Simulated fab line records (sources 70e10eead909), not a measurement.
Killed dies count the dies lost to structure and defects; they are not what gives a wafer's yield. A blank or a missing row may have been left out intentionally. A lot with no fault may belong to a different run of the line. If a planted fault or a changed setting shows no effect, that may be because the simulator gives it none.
Which tool did it?	flow nandHarc	at 1 step of a route of 1302, 7 lots with 21 wafers sampled

WHAT EACH GAUGE READ, for each wafer
NHARC_A_ONON_D2_THK_MEAS_18: measures by ellipsometry.
lot	measured	on	thkNm (nm)
L889	day 14 07:53	filmMetro-01	1001 1000 1001
L890	day 14 14:01	filmMetro-02	1009 1010 1008
L893	day 15 20:43	filmMetro-02	994 994 996
L895	day 16 02:09	filmMetro-01	994 997 993
L897	day 17 13:53	filmMetro-01	1005 1004 1002
L905	day 20 23:38	filmMetro-01	1005 1006 1005
L907	day 22 06:59	filmMetro-02	999 1000 1001

EACH LOT AND THE TOOL THAT RAN IT (in order: tool; ch and the chambers of the sampled wafers; start)
The record holds no process step before these readings.

THE ANSWER, worked out from the rows above alone
Rule: the usual values come from the lots themselves. The widest of any qualifying gaps counts: lots, ordered by their means at a reading, are off when they make up no more than a third of the lots, leave a main group of 4 or more, and stand apart from it by 3 or more times the standard deviation of that group's means. Not used: any main group whose means are identical at the precision the tables above print for the reading. Also off: a lot with no number at a reading for which 4 or more lots have one. Where the step has rows for the other lots, those lots are counted as sound.
None of the lots is off at any reading shown; this tells nothing.

WHAT HAD BEEN PUT IN BY THE SIMULATOR
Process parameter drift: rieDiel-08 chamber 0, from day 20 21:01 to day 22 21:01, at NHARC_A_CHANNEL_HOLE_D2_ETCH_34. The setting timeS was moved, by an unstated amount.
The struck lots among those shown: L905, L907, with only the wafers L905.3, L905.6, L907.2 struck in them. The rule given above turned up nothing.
